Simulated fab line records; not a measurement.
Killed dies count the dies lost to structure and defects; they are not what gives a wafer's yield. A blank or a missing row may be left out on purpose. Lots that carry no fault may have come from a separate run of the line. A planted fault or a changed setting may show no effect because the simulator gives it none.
fab line records	flow nandHarc
record: lots: 12	wafers: 36	lastDay: 33
route steps=1302 shown A_SGD_CUT@915 A_SLIT@934 END@1302
lots that met no fault: from a run of the same line without faults
startH: start of the lot's first displayed wafer, in hours after the record's first day	waitH: hours since the lot's step before	" unchanged from the row above	L1.1+2: a row that stands for several wafers	- no value present, or no start provided	* or withheld: withheld	< > ~ a bound
route shown NAME@n: names a module that has steps shown in the file, with the first one's number in the route	usual: mean/standard deviation taken from wafers without a fault	same: alike in all rows	chamber/n: place in a boat	sites: per-site readings	_std_site: the values' standard deviation	_edge_site: the outer-site mean with the inner-site mean subtracted	radiusMm: for every site, how far away it sits from the centre of the wafer	mask NAME#n: copy n	behind: the last tool/chamber to shape the wafer	hold: reason for holding the lot/hours on hold/outcome of the hold	device: which transistor (n, p or np) failed to switch	end of line: at the end of the route, the tests of the same wafers	where a step has no rows: the recipe by itself	killed: count of dies lost to structure and defects at first sort (not the wafer's yield)	map: per-die view of a wafer (x killed, . not killed, _ where there is no die)
set.NAME: the run value of the setting; set.NAME@STEP: its run value at that earlier step	model.NAME: the simulator's own value behind a step, which no gauge read
a sample of lots followed through the steps of the route, with each step as a table and each wafer as a row
services: the hour from which a tool's chamber was out of use, counted from the record's first day as startH (under 0 if before that day), plus the number of hours and why
== steps ==
step: NHARC_A_SGD_CUT_CMP_21
recipe: targetThkNm: 148.19
usual: motorCurrentA: 12.0/0.63	slurryFlowMlMin: 150.1/0.4	timeToEndpointS: 50/3.3
lot.wafer	tool	chamber	startH	waitH	motorCurrentA	slurryFlowMlMin	timeToEndpointS
L594.1	cmp-04	2	456.55	0.4	12.3	149.9	46
L594.4	"	0	"	"	13.0	150.3	44
L594.6	"	1	"	"	12.2	150.0	49
L597.1	cmp-03	2	488.08	0.4	11.6	149.9	43
L597.2	"	3	"	"	11.8	150.3	45
L597.5	"	1	"	"	11.8	150.8	42
L601.2	cmp-03	1	503.52	0.4	11.9	150.1	48
L601.3	"	3	"	"	11.5	150.8	48
L601.6	"	0	"	"	12.2	150.2	49
L600.4	cmp-02	2	503.54	0.4	10.8	149.8	54
L600.3	"	3	"	"	12.1	150.2	51
L600.6	"	0	"	"	11.8	149.8	52
L603.2	cmp-04	1	533.95	0.4	13.6	149.8	51
L603.1	"	2	"	"	11.9	149.5	49
L603.6	"	3	"	"	11.9	149.8	54
L604.4	cmp-03	2	547.59	0.4	11.7	149.8	51
L604.3	"	3	"	"	11.5	150.4	54
L604.5	"	1	"	"	11.9	150.5	49
L605.4	cmp-04	2	561.80	0.5	12.4	150.6	47
L605.2	"	3	"	"	12.4	150.5	51
L605.6	"	2	"	"	12.3	150.6	50
L606.4	cmp-02	2	561.85	0.5	11.1	149.6	54
L606.3	"	3	"	"	11.7	149.4	52
L606.6	"	1	"	"	12.3	151.1	47
L607.1	cmp-02	0	581.26	0.4	12.3	149.8	53
L607.4	"	1	"	"	12.5	150.2	48
L607.3	"	2	"	"	10.6	150.1	57
L616.2	cmp-02	1	657.56	0.4	12.9	149.6	45
L616.4	"	2	"	"	11.0	150.1	54
L616.3	"	0	"	"	11.4	150.0	50
L615.1	cmp-04	2	664.01	0.4	12.8	150.0	47
L615.4	"	3	"	"	12.5	150.6	52
L615.5	"	3	"	"	11.7	150.6	53
L617.3	cmp-02	0	664.03	0.4	11.7	149.6	52
L617.1	"	1	"	"	12.7	150.3	45
L617.6	"	0	"	"	11.1	149.7	49
step: NHARC_A_SGD_CUT_STRIP_28
recipe: timeS: 20	o2FlowSccm: 500	arFlowSccm: 0	biasW: 0	chemistry: O2
usual: drypumpMotorCurrentA: 5.8/0.3	mfcArSccm: 0.006/0.0098	oesProductAu: 0.999/0.011	rfVppV: 57.8/0.89	showerheadPlenumPTorr: 3.53/0.13	throttleValvePct: 17.037/0.0095
same: timeS: 20
lot.wafer	tool	chamber	startH	waitH	drypumpMotorCurrentA	mfcArSccm	oesProductAu	rfHoursCounterH	rfVppV	showerheadPlenumPTorr	throttleValvePct
L594.1	rieDiel-03	2	-	-	6.6	0.009	0.998	16	58.0	3.53	17.025
L594.4	"	1	"	"	5.9	0.001	0.993	17	57.7	3.44	17.018
L594.6	"	3	"	"	5.5	0.020	0.986	-	59.3	3.64	17.034
L597.2	rieDiel-03	2	488.72	0.2	6.6	0.009	0.989	2	60.3	3.53	17.042
L597.1	"	3	"	"	5.5	0.020	1.011	2	58.9	3.64	17.031
L597.5	"	3	"	"	5.5	0.020	1.006	-	57.2	3.64	17.050
L601.3	rieDiel-03	0	-	-	5.7	0.034	1.005	2	56.3	3.62	17.035
L601.2	"	1	"	"	5.9	0.001	0.980	3	57.8	3.43	17.039
L601.6	"	1	"	"	6.0	0.001	0.983	-	57.2	3.43	17.060
L600.4	rieDiel-10	3	-	-	5.8	0	1.014	3	59.0	3.70	17.030
L600.3	"	1	"	"	5.5	0.002	1.008	3	57.2	3.74	17.027
L600.6	"	2	"	"	5.9	0	1.017	-	57.2	3.48	17.046
L603.2	rieDiel-12	3	534.55	0.1	5.9	0	0.998	4	57.4	3.40	17.032
L603.1	"	1	"	"	5.6	0.001	0.992	3	58.7	3.65	17.052
L603.6	"	3	"	"	5.9	0	0.991	-	55.6	3.40	17.044
L604.3	rieDiel-12	2	-	-	5.5	0.006	0.997	4	57.6	3.46	17.033
L604.4	"	3	"	"	5.9	0	1.001	5	57.6	3.40	17.041
L604.5	"	0	"	"	5.7	0	0.988	-	56.9	3.30	17.037
L605.2	rieDiel-03	1	-	-	6.0	0.001	0.996	9	58.5	3.43	17.023
L605.4	"	2	"	"	6.6	0.009	0.998	9	58.8	3.53	17.050
L605.6	"	0	"	"	5.7	0.034	0.995	-	56.7	3.62	17.025
L606.3	rieDiel-12	0	562.44	0.1	5.7	0	0.988	3	57.8	3.30	17.054
L606.6	"	0	"	"	5.7	0	0.990	-	57.2	3.30	17.042
L606.4	"	2	"	"	5.5	0.006	0.994	-	56.0	3.45	17.032
L607.1	rieDiel-10	3	-	-	5.8	0	1.019	11	58.0	3.69	17.030
L607.3	"	0	"	"	6.2	0	1.015	11	58.5	3.41	17.038
L607.4	"	2	"	"	6.0	0	1.008	8	58.1	3.48	17.032
L616.4	rieDiel-12	3	-	-	5.9	0	0.995	2	58.0	3.40	17.033
L616.2	"	1	"	"	5.6	0.001	0.992	2	57.7	3.65	17.044
L616.3	"	2	"	"	5.5	0.006	0.992	2	57.1	3.45	17.031
L617.3	rieDiel-10	2	-	-	5.9	0	1.011	5	56.9	3.48	17.029
L617.1	"	3	"	"	5.8	0	1.015	3	58.3	3.69	17.024
L617.6	"	0	"	"	6.2	0	0.992	-	55.9	3.40	17.026
L615.1	rieDiel-12	1	-	-	5.6	0.001	0.988	2	59.1	3.65	17.021
L615.4	"	2	"	"	5.5	0.006	0.981	2	58.1	3.45	17.047
L615.5	"	2	"	"	5.5	0.006	0.996	-	58.0	3.45	17.021
step: NHARC_A_SLIT_OVL_MEAS_10
usual: overlayXNm: -0.4/0.83	overlayYNm: 0.2/0.76
lot.wafer	tool	chamber	startH	waitH	overlayXNm	overlayYNm
L594.1	overlay-01	-	462.19	-	-0.6	-0.5
L594.4	"	-	"	"	-0.8	-0.5
L594.6	"	-	"	"	0.0	-0.6
L597.1	overlay-01	-	498.98	-	0.0	-0.2
L597.2	"	-	"	"	-0.2	0.6
L597.5	"	-	"	"	0.6	0.3
L601.2	overlay-02	-	510.32	-	0.2	-0.8
L601.3	"	-	"	"	0.6	-0.8
L601.6	"	-	"	"	-0.1	-0.2
L600.3	overlay-01	-	511.49	-	-0.9	0.0
L600.4	"	-	"	"	-0.4	-0.2
L600.6	"	-	"	"	-0.4	-0.1
L603.1	overlay-02	-	541.06	-	-2.2	0.2
L603.2	"	-	"	"	-2.2	0.2
L603.6	"	-	"	"	-2.9	-0.4
L604.3	overlay-02	-	553.68	-	-1.2	0.7
L604.4	"	-	"	"	-1.1	0.6
L604.5	"	-	"	"	-0.6	0.1
L605.2	overlay-01	-	570.95	-	-1.5	0.8
L605.4	"	-	"	"	-1.7	1.3
L605.6	"	-	"	"	-2.6	0.7
L606.3	overlay-02	-	572.53	-	0.0	1.5
L606.4	"	-	"	"	0.0	1.3
L606.6	"	-	"	"	-0.1	1.5
L607.1	overlay-01	-	588.07	-	-1.5	1.4
L607.3	"	-	"	"	-1.4	1.4
L607.4	"	-	"	"	-1.3	1.2
L616.2	overlay-02	-	663.29	-	-1.0	0.4
L616.3	"	-	"	"	-1.2	0.2
L616.4	"	-	"	"	-1.2	0.2
L617.1	overlay-02	-	671.20	-	0.7	-0.5
L617.3	"	-	"	"	0.7	0.0
L617.6	"	-	"	"	0.7	-0.2
L615.1	overlay-02	-	673.28	-	-0.3	0.9
L615.4	"	-	"	"	0.0	1.3
L615.5	"	-	"	"	0.5	1.0
step: NHARC_A_SLIT_ETCH_15
recipe: targetDepthA: 62000	overEtchFrac: 0.3	timeS: 1612	ionEnergyEv: 150	o2FlowSccm: 400	cosFlowSccm: 20	arFlowSccm: 0	rfW: 500	biasW: 300	chemistry: O2/COS
usual: drypumpMotorCurrentA: 5.8/0.52	mfcArSccm: 0.011/0.01	oesProductAu: 1.002/0.015	rfVppV: 314.1/2	runLengthS: 1633.2/0.42	showerheadPlenumPTorr: 3.11/0.12	throttleValvePct: 28.330/0.0091
lot.wafer	tool	chamber	startH	waitH	drypumpMotorCurrentA	mfcArSccm	oesProductAu	rfHoursCounterH	rfVppV	runLengthS	showerheadPlenumPTorr	throttleValvePct
L594.1	rieDiel-09	0	462.79	-	5.9	0	0.993	8.2	311.1	1634.1	2.97	28.329
L594.6	"	1	"	"	6.4	0.005	0.997	-	315.1	1633.2	3.21	28.333
L594.4	"	2	"	"	5.8	0.010	1.008	-	313.2	1633.5	2.97	28.345
L597.2	rieDiel-13	1	499.25	-	5.4	0.016	1.006	9.1	314.3	1633.5	3.19	28.326
L597.1	"	3	"	"	5.6	0.026	0.993	9.1	312.6	1632.8	3.01	28.336
L597.5	"	2	"	"	6.4	0	0.980	-	317.4	1633.2	3.27	28.328
L601.2	rieDiel-09	1	510.59	-	6.3	0.005	0.988	0.3	317.0	1633.1	3.21	28.338
L601.3	"	0	"	"	5.9	0	0.992	0.4	312.2	1633.9	2.97	28.349
L601.6	"	1	"	"	6.3	0.005	1.005	-	315.0	1632.8	3.21	28.329
L600.3	rieDiel-05	1	511.87	-	5.2	0.027	1.010	6.1	316.8	1632.9	3.26	28.339
L600.4	"	2	"	"	5.8	0.008	0.998	6.0	315.8	1633.2	3.21	28.329
L600.6	"	0	"	"	6.5	0	1.015	-	311.3	1633.8	2.99	28.329
L603.1	rieDiel-13	3	541.36	-	5.6	0.026	1.016	0.6	313.4	1633.0	3.01	28.337
L603.2	"	1	"	"	5.4	0.016	1.006	0.7	315.5	1633.2	3.19	28.319
L603.6	"	2	"	"	6.3	0	1.027	-	315.7	1633.1	3.27	28.340
L604.3	rieDiel-13	3	554.06	-	5.6	0.026	1.022	1.7	311.5	1632.8	3.01	28.343
L604.4	"	1	"	"	5.4	0.016	1.019	1.8	316.2	1632.9	3.19	28.330
L604.5	"	3	"	"	5.6	0.026	1.014	-	312.6	1632.9	3.01	28.321
L605.4	rieDiel-13	2	571.33	-	6.3	0	1.021	3.1	315.4	1138.4	3.27	28.360
L605.2	"	3	"	"	5.6	0.026	1.022	3.1	312.6	1633.1	3.01	28.320
L605.6	"	2	"	"	6.3	0	1.014	-	316.7	1633.4	3.27	28.329
L606.3	rieDiel-13	3	572.92	-	5.6	0.026	1.015	3.6	314.0	1633.3	3.01	28.342
L606.4	"	1	"	"	5.4	0.016	1.007	3.8	316.1	1138.3	3.19	28.333
L606.6	"	2	"	"	6.3	0	1.016	-	315.6	1633.0	3.27	28.335
L607.4	rieDiel-09	3	589.00	-	6.2	0.016	1.029	6.1	311.8	1633.8	2.91	28.345
L607.3	"	1	"	"	6.3	0.005	1.004	7.0	317.5	1633.0	3.21	28.335
L607.1	"	2	"	"	5.8	0.010	1.005	6.8	313.0	1633.4	2.97	28.324
L616.4	rieDiel-13	2	663.56	-	6.3	0	1.019	9.7	317.4	1633.4	3.27	28.334
L616.3	"	3	"	"	5.6	0.026	1.007	9.0	311.5	1633.3	3.01	28.340
L616.2	"	0	"	"	4.8	0.011	0.970	7.4	315.0	1633.2	3.17	28.338
L617.1	rieDiel-13	2	671.47	-	6.3	0	1.025	10.7	317.0	1633.0	3.27	28.340
L617.3	"	3	"	"	5.6	0.026	1.007	10.1	312.5	1632.8	3.01	28.339
L617.6	"	3	"	"	5.6	0.026	1.008	-	312.7	1633.3	3.01	28.329
L615.1	rieDiel-05	3	673.74	-	6.4	0	1.000	5.2	311.2	1632.9	3.02	28.340
L615.5	"	1	"	"	5.2	0.027	0.990	-	315.8	1632.7	3.26	28.346
L615.4	"	3	"	"	6.4	0	0.993	-	312.3	1632.9	3.02	28.330
step: NHARC_END_SORT_01
recipe: tempC: 25
usual: killedAtArray: 47/18	killedAtOther: 0.9/1.1	killedAtPeriphery: 4/3.1	killedDies: 52/18	killedOpen: 3.1/1.5	killedShort: 2.4/1.5
same: grossDies: 677
lot.wafer	tool	chamber	startH	waitH	killedAtArray	killedAtOther	killedAtPeriphery	killedDies	killedOpen	killedShort
L605.2	prober-01	0	686.02	2.8	26	2	1	29	0	2
L605.4	prober-01	0	687.63	3.4	671	1	5	677	6	2
L605.6	prober-01	0	689.23	4.0	42	1	1	44	5	4
L606.3	prober-02	0	686.86	3.1	49	0	3	52	2	4
L606.4	prober-02	0	687.67	3.4	675	0	2	677	4	5
L606.6	prober-02	0	689.27	4.0	52	0	1	53	6	2
killed by level:class
L605.2 A_CHANNEL_HOLE_D1:chamberFilmFlake=9 A_CHANNEL_HOLE_D2:chamberFilmFlake=8 A_SLIT:chamberFilmFlake=2 A_CONTACT:chamberFilmFlake=2 A_M1:geometricParticle:short=1 P_M0:chamberFilmFlake=1 STARTING-WAFER:geometricParticle:short=1 A_CHANNEL_FILL_D1:chamberFilmFlake=1
L606.3 A_CHANNEL_HOLE_D2:chamberFilmFlake=22 A_CHANNEL_HOLE_D1:chamberFilmFlake=13 A_CONTACT:chamberFilmFlake=4 P_STI:chamberFilmFlake=2 P_CONTACT:geometricParticle:open=1 A_SOURCE_PLATE:geometricParticle:short=1 A_ONON_D1:geometricParticle:short=1 A_CHANNEL_FILL_D2:geometricParticle:open=1
L605.4 A_SLIT:areaEtch=642 A_CHANNEL_HOLE_D2:chamberFilmFlake=8 A_CHANNEL_HOLE_D1:chamberFilmFlake=7 A_CONTACT:chamberFilmFlake=6 P_M1:geometricParticle:open=2 P_GATE:geometricParticle:open=1 P_M0:geometricParticle:open=1 A_CHANNEL_FILL_D1:geometricParticle:open=1
L606.4 A_SLIT:areaEtch=624 A_CHANNEL_HOLE_D2:chamberFilmFlake=20 A_CHANNEL_HOLE_D1:chamberFilmFlake=14 A_CHANNEL_FILL_D2:chamberFilmFlake=3 A_SGD_CUT:geometricParticle:short=2 A_DECK1_JOINT:chamberFilmFlake=2 A_SLIT:chamberFilmFlake=2 A_CONTACT:chamberFilmFlake=2
L605.6 A_CHANNEL_HOLE_D2:chamberFilmFlake=17 A_CHANNEL_HOLE_D1:chamberFilmFlake=7 A_STAIRCASE:chamberFilmFlake=3 A_CHANNEL_FILL_D2:geometricParticle:short=2 A_CONTACT:geometricParticle:open=2 A_DECK1_JOINT:chamberFilmFlake=2 A_M0:chamberFilmFlake=2 P_M0:geometricParticle:open=1
L606.6 A_CHANNEL_HOLE_D2:chamberFilmFlake=16 A_CHANNEL_HOLE_D1:chamberFilmFlake=14 A_CONTACT:chamberFilmFlake=6 A_STAIRCASE:chamberFilmFlake=4 A_DECK1_JOINT:geometricParticle:open=2 A_WL_FILL:chamberFilmFlake=2 A_ONON_D1:geometricParticle:short=1 A_ONON_D1:geometricParticle:open=1
== services ==
tool	chamber	startH	hours	kind
rieDiel-03	0	438.47	6.9	repair
rieDiel-12	1	443.09	2.8	repair
rieDiel-12	-	445.47	9.0	pm
rieDiel-03	0	447.18	1.7	repair
rieDiel-03	2	447.74	6.3	repair
cmp-02	-	455.21	2.5	repair
rieDiel-03	-	458.42	9.0	pm
rieDiel-12	1	465.68	7.0	repair
cmp-02	-	517.30	2.3	repair
rieDiel-13	-	519.00	9.0	pm
cmp-02	-	528.05	4.0	pm
rieDiel-12	0	528.61	10.4	repair
rieDiel-13	0	534.06	16.7	repair
rieDiel-12	1	552.99	45.9	repair
rieDiel-12	0	578.25	6.8	repair
rieDiel-12	-	587.70	0.2	repair
rieDiel-12	0	592.10	1.7	repair
rieDiel-12	2	598.78	8.2	repair
rieDiel-13	-	600.54	0.5	repair
rieDiel-13	1	609.40	2.8	repair
rieDiel-12	-	622.47	9.0	pm
cmp-02	-	626.05	4.0	pm
cmp-02	-	631.80	1.5	repair
rieDiel-13	-	651.88	0.9	repair
== key ==
firstSign: step: NHARC_A_SLIT_ETCH_15	reading: runLengthS	direction: down	sigmas: 99+	usual: *	struck: *
effect: step: NHARC_END_SORT_01	reading: killedAtArray	direction: up	sigmas: 35	usual: 47	struck: 673
moreKillsBornAt: NHARC_A_SLIT_ETCH_15@rieDiel-13: 1266
metAt NHARC_A_SLIT_ETCH_15
struckLots L605,L606
struckWafers L605.4,L606.4
laterRowsLeftOut L605.4,L606.4
testerLeftOut L605,L606
notActingAt NHARC_A_SGD_CUT_CMP_21,NHARC_A_SGD_CUT_STRIP_28,NHARC_A_SLIT_OVL_MEAS_10
onsetBetween 554.06 571.33
fault: kind: processParameterDrift	tool: rieDiel-13	chamber: -	onsetH: 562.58	steps: NHARC_A_SLIT_ETCH_15	channel: timeS	offset: *	shape: step	endH: 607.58	scope: struckWafersOnly	actsIn: *	stated: *
testerLeftOut: of these lots the tester's yield and bins aren't shown, on N5 and GAA mostly nor the transistor test; their killed dies are dies lost to structure and defects alone, not to doping, threshold or leakage, so they don't give the yield
laterRowsLeftOut: the simulator's readings of these wafers behind a module that went badly wrong aren't trusted and aren't shown, but for the sort
